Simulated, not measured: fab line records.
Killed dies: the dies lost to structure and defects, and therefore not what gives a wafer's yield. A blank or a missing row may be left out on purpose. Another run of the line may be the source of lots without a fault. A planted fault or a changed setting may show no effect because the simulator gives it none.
fab line records	flow n5-finfet
record: lots: 6	wafers: 18	last-day: 17
route steps=1938 shown HKMG_FIN@434 BEOL_M4@1111 PASSIVATION@1936
lots with no fault: from the same line, run without faults
start-h: the number of hours between the record's first day and the start of the first shown wafer of the lot	wait-h: how many hours have passed since the lot's step before this one	" unchanged from the row above	L1.1+2: a single row standing in for several wafers	- no value, or no start was given	* or withheld: withheld	< > ~ a bound
route shown NAME@n: names a module that has steps shown in the file, with the first one's number in the route	usual: mean/standard deviation of fault-free wafers	same: alike in all rows	chamber/n: place in a boat	sites: per-site readings	_std_site: their standard deviation	_edge_site: the outer-site mean with the inner-site mean subtracted	radius-mm: for every site, how far away it sits from the centre of the wafer	mask NAME#n: copy n	behind: tool/chamber where the wafer was last shaped	hold: cause of the lot's hold/its duration in hours/its outcome	device: the n, p or np transistor that did not switch	end of line: the route-end tests of the same wafers	where a step has no rows: the recipe by itself	killed: count of dies lost to structure and defects at first sort (not the wafer's yield)	map: a wafer's dies, x killed, . not, _ none there
set.NAME: the setting the step ran with; set.NAME@STEP: the setting that earlier step ran with	model.NAME: the simulator's own value behind a step, which no gauge read
lots at some steps of the route; a table a step, a row a wafer
services: from which hour (start-h, from the record's first day; less than 0 if before it) a tool's chamber was out of use, for how many hours, and why
== steps ==
step: N5_HKMG_FIN_ETCH_31
recipe: chemistry: CF4	target: SiARC	target-depth-a: 455	mask-material: CAR-ArF	time-s: 75.8	ion-energy-ev: 80	pressure-mtorr: 40	source-w: 545	bias-w: 36	Ar_flow_sccm: 100	cf4-flow-sccm: 100	ends: cleared
usual: bias-w: 36.00/0.12	cf4-flow-sccm: 100.04/0.27	drypump-motor-current-A: 5.8/0.48	etch-rf-on-time-s: 76.3/1.6	oes-product-au: 0.65/0.062	rf-vpp-V: 184.8/0.9	showerhead-plenum-p-Torr: 2.20/0.038	throttle-valve-pct: 15.58/0.22
lot.wafer	tool	chamber	start-h	wait-h	bias-w	cf4-flow-sccm	drypump-motor-current-A	etch-rf-on-time-s	oes-product-au	rf-hours-counter-h	rf-vpp-V	showerhead-plenum-p-Torr	throttle-valve-pct
L271.1	rie-diel-01	3	82.31	0.0	35.89	99.92	6.3	74.0	0.65	170	186.2	2.23	15.69
L271.2	"	2	"	"	35.99	100.08	5.2	77.5	0.59	227	184.5	2.19	16.05
L271.3	"	1	"	"	35.80	99.99	5.7	73.8	0.71	71	185.4	2.24	15.40
L274.3	rie-diel-01	1	99.10	0.0	36.03	99.74	5.7	74.8	0.70	78	183.1	2.24	15.42
L274.4	"	0	"	"	36.19	99.90	6.4	75.2	0.66	150	185.3	2.23	15.45
L274.5	"	3	"	"	36.01	99.57	6.3	74.9	0.64	-	185.2	2.23	15.69
L275.1	rie-diel-01	1	101.71	0.0	36.01	99.71	5.7	75.2	0.70	79	186.2	2.24	15.41
L275.2	"	0	"	"	35.94	99.95	6.4	76.4	0.65	151	185.3	2.23	15.47
L275.6	"	2	"	"	36.04	99.87	5.2	79.4	0.58	-	185.5	2.19	16.05
L280.2	rie-diel-03	3	136.51	0.0	35.81	99.83	5.2	78.0	0.60	179	185.2	2.21	15.55
L280.5	"	2	"	"	35.88	100.07	5.3	75.6	0.59	-	185.7	2.21	15.45
L280.6	"	3	"	"	36.21	99.74	5.2	79.1	0.60	-	184.7	2.21	15.54
L289.1	rie-diel-03	0	191.53	0.0	35.96	100.53	5.8	78.1	0.74	35	185.4	2.27	15.46
L289.2	"	2	"	"	35.85	99.77	5.3	76.4	0.59	229	184.6	2.21	15.49
L289.3	"	3	"	"	35.99	100.09	5.2	80.7	0.58	203	183.9	2.20	15.59
L294.1	rie-diel-01	1	217.44	0.0	36.10	100.12	5.7	76.2	0.66	124	186.7	2.22	15.49
L294.4	"	0	"	"	36.06	99.96	6.4	76.0	0.62	199	183.9	2.22	15.60
L294.6	"	2	"	"	35.91	99.92	5.2	77.1	0.78	-	184.6	2.18	15.59
step: N5_HKMG_FIN_ETCH_32
recipe: chemistry: N2/H2	target: SOC	target-depth-a: 2400	temp-c: 40	time-s: 300	ion-energy-ev: 200	mask-material: SiARC	pressure-mtorr: 30	source-w: 840	bias-w: 150	n2-flow-sccm: 200	h2-flow-sccm: 200
step: N5_HKMG_FIN_STRIP_33
recipe: chemistry: N2/H2	temp-c: 40	n2-flow-sccm: 200	h2-flow-sccm: 200	rf-frequency-hz: 6e+07
step: N5_HKMG_FIN_STRIP_34
recipe: chemistry: CF4	resist: SiARC	power-w: 300	bias-power-w: 75	pressure-mtorr: 50	cf4-flow-sccm: 150	rf-frequency-hz: 6e+07
usual: drypump-motor-current-A: 5.8/0.48	oes-product-au: 0.76/0.069	rf-vpp-V: 272.2/0.92	showerhead-plenum-p-Torr: 1.84/0.032	throttle-valve-pct: 13.56/0.23
lot.wafer	tool	chamber	start-h	wait-h	drypump-motor-current-A	oes-product-au	rf-hours-counter-h	rf-vpp-V	showerhead-plenum-p-Torr	throttle-valve-pct
L271.1	rie-diel-01	3	82.56	0.0	6.3	0.75	170	272.3	1.87	13.70
L271.2	"	2	"	"	5.2	0.70	227	271.1	1.83	14.00
L271.3	"	1	"	"	5.7	0.81	71	272.4	1.88	13.35
L274.3	rie-diel-01	1	99.34	0.0	5.7	0.80	78	273.6	1.88	13.39
L274.4	"	0	"	"	6.4	0.76	150	273.1	1.86	13.42
L274.5	"	3	"	"	6.3	0.74	-	274.5	1.87	13.70
L275.1	rie-diel-01	1	101.95	0.0	5.7	0.80	79	272.3	1.87	13.37
L275.2	"	0	"	"	6.4	0.75	151	272.6	1.86	13.43
L275.6	"	2	"	"	5.2	0.69	-	271.9	1.83	14.03
L280.2	rie-diel-03	3	136.76	0.0	5.2	0.72	179	273.0	1.84	13.52
L280.5	"	2	"	"	5.3	0.69	-	271.5	1.84	13.40
L280.6	"	3	"	"	5.3	0.72	-	272.1	1.84	13.53
L289.1	rie-diel-03	0	191.78	0.0	5.8	0.87	35	273.5	1.90	13.40
L289.2	"	2	"	"	5.3	0.68	229	271.4	1.83	13.45
L289.3	"	3	"	"	5.3	0.71	203	272.1	1.83	13.60
L294.1	rie-diel-01	1	217.69	0.0	5.7	0.75	124	272.5	1.86	13.46
L294.4	"	0	"	"	6.4	0.72	199	272.0	1.85	13.54
L294.6	"	2	"	"	5.2	0.90	-	273.3	1.82	13.51
step: N5_HKMG_FIN_ETCH_35
recipe: chemistry: N2/H2	target: SOC	target-depth-a: 2158	ion-energy-ev: 65	bias-w: 5	source-w: 3000	time-s: 243.4	pressure-mtorr: 30	n2-flow-sccm: 200	h2-flow-sccm: 200
usual: bias-w: 5.000/0.015	chamber-pressure-mTorr: 30.002/0.028	drypump-motor-current-A: 5.8/0.48	n2-flow-sccm: 200.0/0.57	oes-product-au: 0.76/0.072	rf-vpp-V: 142.1/0.94	showerhead-plenum-p-Torr: 2.62/0.052	throttle-valve-pct: 17.82/0.23
same: time-s: 243.4
lot.wafer	tool	chamber	start-h	wait-h	bias-w	chamber-pressure-mTorr	drypump-motor-current-A	n2-flow-sccm	oes-product-au	rf-hours-counter-h	rf-vpp-V	showerhead-plenum-p-Torr	throttle-valve-pct
L271.1	rie-diel-01	3	82.58	0.0	5.011	30.002	6.3	199.2	0.76	170	142.4	2.63	17.65
L271.2	"	2	"	"	4.994	29.991	5.2	200.7	0.69	227	140.5	2.60	18.21
L271.3	"	1	"	"	4.987	30.038	5.7	199.7	0.82	71	142.8	2.71	17.82
L274.3	rie-diel-01	1	99.36	0.0	4.982	30.016	5.7	200.0	0.82	78	140.9	2.71	17.85
L274.4	"	0	"	"	5.001	29.972	6.4	200.5	0.76	151	143.8	2.64	17.65
L274.5	"	3	"	"	5.012	30.039	6.3	199.6	0.75	-	142.4	2.62	17.67
L275.1	rie-diel-01	1	101.97	0.0	5.036	30.015	5.7	201.1	0.81	79	144.2	2.71	17.84
L275.2	"	0	"	"	4.994	29.994	6.4	199.2	0.76	151	141.8	2.64	17.66
L275.6	"	2	"	"	5.016	30.025	5.2	199.9	0.68	-	142.1	2.60	18.23
L280.2	rie-diel-03	3	136.78	0.0	5.018	29.949	5.3	199.1	0.70	179	142.0	2.65	17.95
L280.5	"	2	"	"	5.003	29.938	5.3	198.5	0.70	-	142.1	2.64	17.79
L280.6	"	3	"	"	5.013	30.035	5.3	199.7	0.70	-	142.7	2.65	17.95
L289.1	rie-diel-03	0	191.80	0.0	4.997	29.988	5.9	199.5	0.87	35	143.4	2.70	17.67
L289.2	"	2	"	"	4.992	30.057	5.3	199.0	0.68	229	141.6	2.63	17.83
L289.3	"	3	"	"	4.987	30.033	5.2	200.7	0.68	203	142.2	2.64	18.00
L294.1	rie-diel-01	1	217.71	0.0	5.030	29.957	5.7	200.1	0.76	124	143.1	2.69	17.93
L294.4	"	0	"	"	5.011	29.976	6.4	199.3	0.73	199	142.6	2.62	17.74
L294.6	"	2	"	"	4.970	29.971	5.2	200.7	0.91	-	142.2	2.59	17.81
step: N5_HKMG_FIN_STRIP_92
recipe: chemistry: N2/H2	material: SOC	time-s: 20	power-w: 500	temp-c: 40	pressure-mtorr: 50	rf-frequency-hz: 6e+07	bias-power-w: 8	h2-frac: 0.5	n2-flow-sccm: 300	h2-flow-sccm: 300
step: N5_HKMG_FIN_WET_ETCH_18
recipe: chemistry: SC1	target: TiN	mix: 1:1:5	temp-c: *	time-s: 55	target-depth-nm: 5.2	dry: ipa-marangoni	rinse-time-s: 30	rinse-temp-c: 23
step: N5_HKMG_FIN_STRIP_19
recipe: chemistry: N2/H2	power-w: 2500	temp-c: 300	h2-frac: 0.65	time-s: 360	pressure-mtorr: withheld	n2-flow-sccm: 1750	h2-flow-sccm: 3250
usual: drypump-motor-current-A: 5.6/0.53	heater-power-w: 456/12	n2-flow-sccm: 1750/5.2
same: time-s: 360
lot.wafer	tool	chamber	start-h	wait-h	drypump-motor-current-A	heater-power-w	n2-flow-sccm	rf-hours-counter-h
L271.1	plasma-asher-01	0	82.87	0.0	5.0	447	1745	87
L271.2	"	1	"	"	5.8	444	1748	87
L271.3	"	1	"	"	5.8	439	1750	-
L274.3	plasma-asher-02	1	100.29	0.1	5.3	469	1746	-
L274.4	"	0	"	"	6.4	471	1759	-
L274.5	"	1	"	"	5.3	466	1749	-
L275.1	plasma-asher-01	0	102.31	0.0	5.0	449	1753	91
L275.2	"	1	"	"	5.8	440	1749	91
L275.6	"	0	"	"	5.0	449	1752	-
L280.2	plasma-asher-02	0	137.08	0.0	6.4	451	1758	44
L280.5	"	1	"	"	5.3	465	1755	-
L280.6	"	0	"	"	6.4	454	1746	-
L289.1	plasma-asher-02	0	192.09	0.0	6.4	469	1759	55
L289.2	"	1	"	"	5.3	466	1755	55
L289.3	"	1	"	"	5.3	464	1746	-
L294.1	plasma-asher-02	0	218.00	0.0	6.4	467	1752	61
L294.4	"	0	"	"	6.4	472	1751	-
L294.6	"	0	"	"	6.4	459	1752	-
step: N5_HKMG_FIN_ALD_91
recipe: material: TiN	target-thk-a: 10	temp-c: 400	ald-precursor-family: TiCl4	ald-co-reactant: NH3	pulse-time-s: 1	purge-time-s: 3	co-reactant-purge-time-s: 2	co-reactant-pulse-time-s: 2	ald-cycles: 47	pressure-torr: 3
step: N5_HKMG_FIN_COAT_85
recipe: resist: SOC	temp-c: 250	time-s: 60	spin-rpm: 1500	resist-thk-nm: 300
step: N5_HKMG_FIN_ETCH_86
recipe: chemistry: N2/H2	target: SOC	target-depth-a: 3932	stop-on: TiN	ion-energy-ev: 100	bias-w: 61	pressure-mtorr: 30	source-w: 850	n2-flow-sccm: 200	h2-flow-sccm: 200
step: N5_HKMG_FIN_STRIP_89
recipe: chemistry: N2/H2	material: SOC	time-s: 20	power-w: 500	temp-c: 40	pressure-mtorr: 50	rf-frequency-hz: 6e+07	bias-power-w: 8	h2-frac: 0.5	n2-flow-sccm: 300	h2-flow-sccm: 300
usual: drypump-motor-current-A: 5.7/0.44	n2-flow-sccm: 300.0/0.9	oes-product-au: 0.77/0.09	rf-vpp-V: 54.4/0.83	showerhead-plenum-p-Torr: 3.47/0.067	throttle-valve-pct: 19.03/0.29
same: time-s: 20
lot.wafer	tool	chamber	start-h	wait-h	drypump-motor-current-A	n2-flow-sccm	oes-product-au	rf-hours-counter-h	rf-vpp-V	showerhead-plenum-p-Torr	throttle-valve-pct
L271.1	rie-diel-03	2	83.65	0.0	5.3	300.6	0.72	181	52.3	3.50	19.06
L271.2	"	3	"	"	5.3	299.9	0.72	155	53.2	3.51	19.17
L271.3	"	0	"	"	5.9	299.9	0.95	6	55.2	3.57	18.79
L274.3	rie-diel-03	1	100.95	0.0	5.3	301.3	0.93	8	54.9	3.42	18.66
L274.4	"	0	"	"	5.9	299.7	0.92	15	55.3	3.57	18.76
L274.5	"	3	"	"	5.3	298.7	0.72	-	54.3	3.50	19.18
L275.1	rie-diel-03	1	103.29	0.0	5.4	301.2	0.93	9	54.3	3.42	18.67
L275.2	"	3	"	"	5.2	298.8	0.72	165	54.3	3.50	19.20
L275.6	"	2	"	"	5.3	298.1	0.71	-	55.1	3.49	19.09
L280.2	rie-diel-01	3	138.08	0.0	6.3	300.2	0.74	191	54.7	3.45	18.62
L280.5	"	2	"	"	5.2	299.6	0.67	-	55.7	3.42	19.29
L280.6	"	3	"	"	6.3	300.1	0.74	-	54.7	3.45	18.63
L289.1	rie-diel-01	0	192.88	0.0	6.4	299.3	0.73	188	53.4	3.46	18.91
L289.2	"	3	"	"	6.3	299.6	0.73	216	54.9	3.44	18.67
L289.3	"	2	"	"	5.2	298.7	0.95	7	53.7	3.42	18.88
L294.1	rie-diel-05	1	218.83	0.0	5.1	300.3	0.76	153	55.4	3.33	18.91
L294.4	"	0	"	"	6.4	299.1	0.70	-	54.7	3.45	19.01
L294.6	"	2	"	"	5.9	298.8	0.97	-	54.0	3.44	18.86
step: N5_HKMG_FIN_WET_ETCH_87
recipe: chemistry: SC1	target: TiN	mix: 1:2:40	temp-c: 50	time-s: 154.2	target-depth-nm: 4.7	dry: ipa-marangoni	rinse-time-s: 30	rinse-temp-c: 23
usual: bath-guard-temp-C: 49.9/0.49	bath-heat-duty-pct: 7.0/0.84	time-s: 154.2/0
lot.wafer	tool	chamber	start-h	wait-h	bath-guard-temp-C	bath-heat-duty-pct	time-s
L271.1	wet-bench-01	7	83.75	0.1	49.5	7.7	154.2
L271.2	"	1	"	"	50.6	6.6	154.2
L271.3	"	0	"	"	49.5	7.7	154.2
L274.3	wet-bench-02	5	101.05	0.1	-	-	-
L274.4	"	0	"	"	-	-	-
L274.5	"	1	"	"	-	-	-
L275.1	wet-bench-05	2	103.39	0.1	-	-	-
L275.2	"	4	"	"	-	-	-
L275.6	"	5	"	"	-	-	-
L280.2	wet-bench-02	1	138.18	0.1	50.3	6.6	154.2
L280.5	"	3	"	"	49.6	9.1	154.2
L280.6	"	0	"	"	49.7	5.9	154.2
L289.1	wet-bench-02	2	192.97	0.1	50.4	9.2	154.2
L289.2	"	7	"	"	50.1	6.8	154.2
L289.3	"	4	"	"	49.1	7.2	154.2
L294.1	wet-bench-01	0	218.93	0.1	49.8	7.1	154.2
L294.4	"	7	"	"	49.2	7.7	154.2
L294.6	"	4	"	"	51.0	6.1	154.2
step: N5_HKMG_FIN_STRIP_88
recipe: chemistry: N2/H2	power-w: 2500	temp-c: 300	h2-frac: 0.65	time-s: 360	pressure-mtorr: withheld	n2-flow-sccm: 1750	h2-flow-sccm: 3250
step: N5_BEOL_M4_RC_MEAS_101
usual: DIBL_N: 37.0/1.7	DIBL_P: 36.7/2	IOFF_N: 0.17/0.035	IOFF_P: 0.22/0.035	ION_N: 672/12	ION_P: 461/7.5	SS_N: 71.6/0.67	SS_P: 73.4/0.64	VT_N: 250/3.5	VT_P: -250/3.5
lot.wafer	tool	chamber	start-h	wait-h	DIBL_N[mV/V]	DIBL_P[mV/V]	IOFF_N[nA/um]	IOFF_P[nA/um]	ION_N[uA/um]	ION_P[uA/um]	SS_N[mV/dec]	SS_P[mV/dec]	VT_N[mV]	VT_P[mV]
L271.1	prober-02	0	176.11	0.0	35.6	35.6	0.14	0.18	668	459	71.3	72.6	249	-252
L271.2	"	0	"	"	34.7	34.5	0.13	0.16	660	455	71.0	72.1	253	-253
L271.3	"	0	"	"	36.7	37.2	0.17	0.20	678	466	71.0	72.8	247	-253
L280.2	prober-01	0	219.60	0.2	36.3	36.8	0.15	0.20	679	467	71.2	73.0	252	-254
L280.5	"	0	"	"	37.4	37.9	0.17	0.22	675	460	72.6	74.0	250	-252
L280.6	"	0	"	"	38.9	38.5	0.20	0.22	676	459	72.7	73.7	248	-251
L289.1	prober-02	0	297.30	0.0	39.2	39.3	0.23	0.26	702	470	72.8	73.7	246	-248
L289.2	"	0	"	"	40.7	41.4	0.27	0.30	693	471	72.5	75.2	241	-248
L289.3	"	0	"	"	38.9	38.4	0.20	0.25	678	468	72.1	73.6	247	-249
L294.1	prober-02	0	299.94	0.0	37.6	36.3	0.16	0.20	678	465	72.5	72.6	248	-252
L294.4	"	0	"	"	38.8	36.8	0.18	0.22	685	471	72.0	73.4	249	-248
L294.6	"	0	"	"	36.0	34.2	0.14	0.18	677	461	70.9	72.0	251	-251
step: N5_PASSIVATION_PROBE_49
usual: defect-limited-yield: 91.1/1.3	killed_at_M0_to_M3: 35/11	killed_at_M4_up: 13/5.4	killed-at-contacts: 14/6.5	killed-at-front-end: 41/11	killed-at-other: 4/3.1	killed-dies: 106/15	killed-on-rim: 14/3.7	killed-open: 69/12	killed-short: 35/7	sort_bin_5_function: 5.2/0.86	sort_bin_6_memory: 3.4/0.64	sort-n-pass: 1074/15	sort-yield-pct: 91.0/1.3
same: gross-dies: 1180	killed-at-back-side: 0	sort_bin_4_leakage[%]: 0	sort_bin_8_speed[%]: 0
lot.wafer	tool	chamber	start-h	wait-h	defect-limited-yield[%]	killed_at_M0_to_M3	killed_at_M4_up	killed-at-contacts	killed-at-front-end	killed-at-other	killed-dies	killed-on-rim	killed-open	killed-short	sort_bin_5_function[%]	sort_bin_6_memory[%]	sort-n-pass	sort-yield-pct[%]
L274.3	prober-01	-	291.56	0.1	0	20	13	10	1132	5	1180	152	65	35	96.7	3.0	0	0
L274.4	prober-01	-	291.61	0.2	0	21	11	3	1143	2	1180	152	51	28	96.8	2.9	0	0
L274.5	prober-01	-	291.66	0.2	0	23	10	9	1135	3	1180	152	72	34	96.4	3.6	0	0
L275.1	prober-02	-	293.44	0.0	0	30	11	16	1119	4	1180	152	71	40	96.7	3.2	0	0
L275.2	prober-02	-	293.49	0.1	0	31	5	10	1121	13	1180	152	52	34	96.7	2.3	0	0
L275.6	prober-02	-	293.69	0.3	0	33	7	16	1117	7	1180	152	67	23	97.1	2.7	0	0
L289.1	prober-02	-	398.72	0.5	91.3	37	14	13	37	2	103	13	73	29	5.5	3.1	1077	91.3
L289.2	prober-02	-	398.77	0.6	88.7	54	19	17	40	3	133	15	81	50	6.7	4.2	1047	88.7
L289.3	prober-02	-	398.82	0.6	91.0	49	16	12	28	1	106	16	66	39	5.0	3.5	1074	91.0
killed by level:class
L274.3 HKMG_FIN:area-etch=1079 STI_FIN_REVEAL:geometric-particle:open=12 FIN_SAQP:geometric-particle:open=8 GATE_CUT:geometric-particle:open=8 FIN_SAQP:geometric-particle:short=7 MOL_CONTACT_COAG:geometric-particle:open=7 BEOL_M4:geometric-particle:open=7 GATE_CUT:geometric-particle:short=5
L274.4 HKMG_FIN:area-etch=1099 DUMMY_GATE:geometric-particle:open=10 FIN_SAQP:geometric-particle:short=8 BEOL_M2:geometric-particle:open=7 BEOL_M1:geometric-particle:open=5 STARTING-WAFER:geometric-particle:short=5 ILD0:geometric-particle:open=4 STI_FIN_REVEAL:geometric-particle:open=3
L274.5 HKMG_FIN:area-etch=1074 FIN_SAQP:geometric-particle:short=16 STI_FIN_REVEAL:geometric-particle:open=11 DUMMY_GATE:geometric-particle:open=9 BEOL_M4:geometric-particle:open=8 MOL_CONTACT_COAG:geometric-particle:open=7 FIN_SAQP:geometric-particle:open=6 GATE_CUT:geometric-particle:short=6
L275.1 HKMG_FIN:area-etch=1069 MOL_CONTACT_COAG:geometric-particle:open=15 BEOL_M0_SAQP:geometric-particle:open=11 STI_FIN_REVEAL:geometric-particle:open=9 BEOL_M0_SAQP:geometric-particle:short=9 FIN_SAQP:geometric-particle:open=7 GATE_CUT:geometric-particle:short=7 FIN_SAQP:geometric-particle:short=5
L275.2 HKMG_FIN:area-etch=1093 BEOL_M0_SAQP:geometric-particle:open=11 MOL_CONTACT_COAG:geometric-particle:open=8 BEOL_M0_SAQP:geometric-particle:short=6 BEOL_M2:geometric-particle:open=5 GATE_CUT:geometric-particle:short=4 PASS1_CAP:geometric-particle:open=4 FIN_SAQP:geometric-particle:short=3
L275.6 HKMG_FIN:area-etch=1088 MOL_CONTACT_COAG:geometric-particle:open=13 STI_FIN_REVEAL:geometric-particle:open=9 BEOL_M0:geometric-particle:open=8 DUMMY_GATE:geometric-particle:open=6 BEOL_M0_SAQP:geometric-particle:short=6 FIN_SAQP:geometric-particle:open=5 BEOL_M0_SAQP:geometric-particle:open=4
L289.1 FIN_SAQP:geometric-particle:open=11 MOL_CONTACT_COAG:geometric-particle:open=11 BEOL_M0_SAQP:geometric-particle:open=9 FIN_SAQP:geometric-particle:short=6 BEOL_M0:geometric-particle:open=6 BEOL_M4:geometric-particle:open=6 STI_FIN_REVEAL:geometric-particle:open=5 BEOL_M2:geometric-particle:open=5
L289.2 BEOL_M0_SAQP:geometric-particle:short=20 MOL_CONTACT_COAG:geometric-particle:open=14 STI_FIN_REVEAL:geometric-particle:open=14 BEOL_M0_SAQP:geometric-particle:open=13 BEOL_M2:geometric-particle:open=10 BEOL_M4:geometric-particle:open=10 BEOL_M1:geometric-particle:open=4 STARTING-WAFER:geometric-particle:short=4
L289.3 BEOL_M0_SAQP:geometric-particle:open=22 BEOL_M0_SAQP:geometric-particle:short=19 BEOL_M4:geometric-particle:open=10 MOL_CONTACT_COAG:geometric-particle:open=9 FIN_SAQP:geometric-particle:short=6 DUMMY_GATE:geometric-particle:open=4 ILD0:geometric-particle:open=4 MOL_CONTACT_COAG:geometric-particle:short=3
map L274.3 (x killed, . not)
_________________xxxxxxxxxxxx________________
______________xxxxxxxxxxxxxxxxxx_____________
___________xxxxxxxxxxxxxxxxxxxxxxxx__________
__________xxxxxxxxxxxxxxxxxxxxxxxxxx_________
________xxxxxxxxxxxxxxxxxxxxxxxxxxxxxx_______
_______xxxxxxxxxxxxxxxxxxxxxxxxxxxxxxxx______
______xxxxxxxxxxxxxxxxxxxxxxxxxxxxxxxxxx_____
_____xxxxxxxxxxxxxxxxxxxxxxxxxxxxxxxxxxxx____
____xxxxxxxxxxxxxxxxxxxxxxxxxxxxxxxxxxxxxx___
___xxxxxxxxxxxxxxxxxxxxxxxxxxxxxxxxxxxxxxxx__
___xxxxxxxxxxxxxxxxxxxxxxxxxxxxxxxxxxxxxxxx__
__xxxxxxxxxxxxxxxxxxxxxxxxxxxxxxxxxxxxxxxxxx_
__xxxxxxxxxxxxxxxxxxxxxxxxxxxxxxxxxxxxxxxxxx_
_xxxxxxxxxxxxxxxxxxxxxxxxxxxxxxxxxxxxxxxxxxxx
_xxxxxxxxxxxxxxxxxxxxxxxxxxxxxxxxxxxxxxxxxxxx
_xxxxxxxxxxxxxxxxxxxxxxxxxxxxxxxxxxxxxxxxxxxx
_xxxxxxxxxxxxxxxxxxxxxxxxxxxxxxxxxxxxxxxxxxxx
_xxxxxxxxxxxxxxxxxxxxxxxxxxxxxxxxxxxxxxxxxxxx
_xxxxxxxxxxxxxxxxxxxxxxxxxxxxxxxxxxxxxxxxxxxx
_xxxxxxxxxxxxxxxxxxxxxxxxxxxxxxxxxxxxxxxxxxxx
_xxxxxxxxxxxxxxxxxxxxxxxxxxxxxxxxxxxxxxxxxxxx
__xxxxxxxxxxxxxxxxxxxxxxxxxxxxxxxxxxxxxxxxxx_
__xxxxxxxxxxxxxxxxxxxxxxxxxxxxxxxxxxxxxxxxxx_
___xxxxxxxxxxxxxxxxxxxxxxxxxxxxxxxxxxxxxxxx__
___xxxxxxxxxxxxxxxxxxxxxxxxxxxxxxxxxxxxxxxx__
____xxxxxxxxxxxxxxxxxxxxxxxxxxxxxxxxxxxxxx___
_____xxxxxxxxxxxxxxxxxxxxxxxxxxxxxxxxxxxx____
______xxxxxxxxxxxxxxxxxxxxxxxxxxxxxxxxxx_____
_______xxxxxxxxxxxxxxxxxxxxxxxxxxxxxxxx______
________xxxxxxxxxxxxxxxxxxxxxxxxxxxxxx_______
__________xxxxxxxxxxxxxxxxxxxxxxxxxx_________
___________xxxxxxxxxxxxxxxxxxxxxxxx__________
______________xxxxxxxxxxxxxxxxxx_____________
_________________xxxxxxxxxxxx________________
map L275.1 (x killed, . not)
_________________xxxxxxxxxxxx________________
______________xxxxxxxxxxxxxxxxxx_____________
___________xxxxxxxxxxxxxxxxxxxxxxxx__________
__________xxxxxxxxxxxxxxxxxxxxxxxxxx_________
________xxxxxxxxxxxxxxxxxxxxxxxxxxxxxx_______
_______xxxxxxxxxxxxxxxxxxxxxxxxxxxxxxxx______
______xxxxxxxxxxxxxxxxxxxxxxxxxxxxxxxxxx_____
_____xxxxxxxxxxxxxxxxxxxxxxxxxxxxxxxxxxxx____
____xxxxxxxxxxxxxxxxxxxxxxxxxxxxxxxxxxxxxx___
___xxxxxxxxxxxxxxxxxxxxxxxxxxxxxxxxxxxxxxxx__
___xxxxxxxxxxxxxxxxxxxxxxxxxxxxxxxxxxxxxxxx__
__xxxxxxxxxxxxxxxxxxxxxxxxxxxxxxxxxxxxxxxxxx_
__xxxxxxxxxxxxxxxxxxxxxxxxxxxxxxxxxxxxxxxxxx_
_xxxxxxxxxxxxxxxxxxxxxxxxxxxxxxxxxxxxxxxxxxxx
_xxxxxxxxxxxxxxxxxxxxxxxxxxxxxxxxxxxxxxxxxxxx
_xxxxxxxxxxxxxxxxxxxxxxxxxxxxxxxxxxxxxxxxxxxx
_xxxxxxxxxxxxxxxxxxxxxxxxxxxxxxxxxxxxxxxxxxxx
_xxxxxxxxxxxxxxxxxxxxxxxxxxxxxxxxxxxxxxxxxxxx
_xxxxxxxxxxxxxxxxxxxxxxxxxxxxxxxxxxxxxxxxxxxx
_xxxxxxxxxxxxxxxxxxxxxxxxxxxxxxxxxxxxxxxxxxxx
_xxxxxxxxxxxxxxxxxxxxxxxxxxxxxxxxxxxxxxxxxxxx
__xxxxxxxxxxxxxxxxxxxxxxxxxxxxxxxxxxxxxxxxxx_
__xxxxxxxxxxxxxxxxxxxxxxxxxxxxxxxxxxxxxxxxxx_
___xxxxxxxxxxxxxxxxxxxxxxxxxxxxxxxxxxxxxxxx__
___xxxxxxxxxxxxxxxxxxxxxxxxxxxxxxxxxxxxxxxx__
____xxxxxxxxxxxxxxxxxxxxxxxxxxxxxxxxxxxxxx___
_____xxxxxxxxxxxxxxxxxxxxxxxxxxxxxxxxxxxx____
______xxxxxxxxxxxxxxxxxxxxxxxxxxxxxxxxxx_____
_______xxxxxxxxxxxxxxxxxxxxxxxxxxxxxxxx______
________xxxxxxxxxxxxxxxxxxxxxxxxxxxxxx_______
__________xxxxxxxxxxxxxxxxxxxxxxxxxx_________
___________xxxxxxxxxxxxxxxxxxxxxxxx__________
______________xxxxxxxxxxxxxxxxxx_____________
_________________xxxxxxxxxxxx________________
== services ==
tool	chamber	start-h	hours	kind
plasma-asher-01	-	61.83	2.8	pm
rie-diel-01	-	70.05	2.8	pm
rie-diel-03	1	72.51	-	clean
rie-diel-03	1	72.51	-	consumable-replace:focus-ring
rie-diel-03	1	72.51	12.8	scheduled-down
rie-diel-03	1	72.51	12.8	vent-cycle
rie-diel-05	1	96.03	9.1	repair
plasma-asher-02	-	100.61	3.8	repair
rie-diel-01	2	108.98	7.7	repair
rie-diel-03	0	131.31	33.0	repair
rie-diel-03	1	139.08	7.7	repair
rie-diel-01	2	153.55	-	clean
rie-diel-01	2	153.55	-	consumable-replace:esc
rie-diel-01	2	153.55	-	consumable-replace:focus-ring
rie-diel-01	2	153.55	23.5	scheduled-down
rie-diel-01	2	153.55	23.5	vent-cycle
rie-diel-05	-	156.32	4.3	pm
rie-diel-01	1	182.08	1.6	repair
wet-bench-02	-	182.83	1.3	repair
rie-diel-05	2	202.05	-	clean
rie-diel-05	2	202.05	-	consumable-replace:focus-ring
rie-diel-05	2	202.05	14.4	scheduled-down
rie-diel-05	2	202.05	14.4	vent-cycle
rie-diel-05	3	216.48	-	clean
== key ==
first-sign: step: N5_HKMG_FIN_WET_ETCH_87	reading: tool-record	direction: missing
effect: step: N5_PASSIVATION_PROBE_49	reading: sort_bin_5_function	direction: up	sigmas: 99+	usual: 5.2	struck: 96.7
more-kills-born-at: N5_HKMG_FIN_WET_ETCH_87@wet-bench-02: 3252	N5_HKMG_FIN_WET_ETCH_87@wet-bench-05: 3250
met-at N5_HKMG_FIN_WET_ETCH_87
struck-wafers L274.3,L274.4,L274.5,L275.1,L275.2,L275.6
later-rows-left-out L274.3,L274.4,L274.5,L275.1,L275.2,L275.6
fault: kind: skipped-step-whole	tool: wet-bench-02,wet-bench-05	chamber: -	onset-h: 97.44	steps: N5_HKMG_FIN_WET_ETCH_87	scope: struck-lots-only
later-rows-left-out: the simulator's readings of these wafers behind a module that went badly wrong aren't trusted and aren't shown, but for the sort
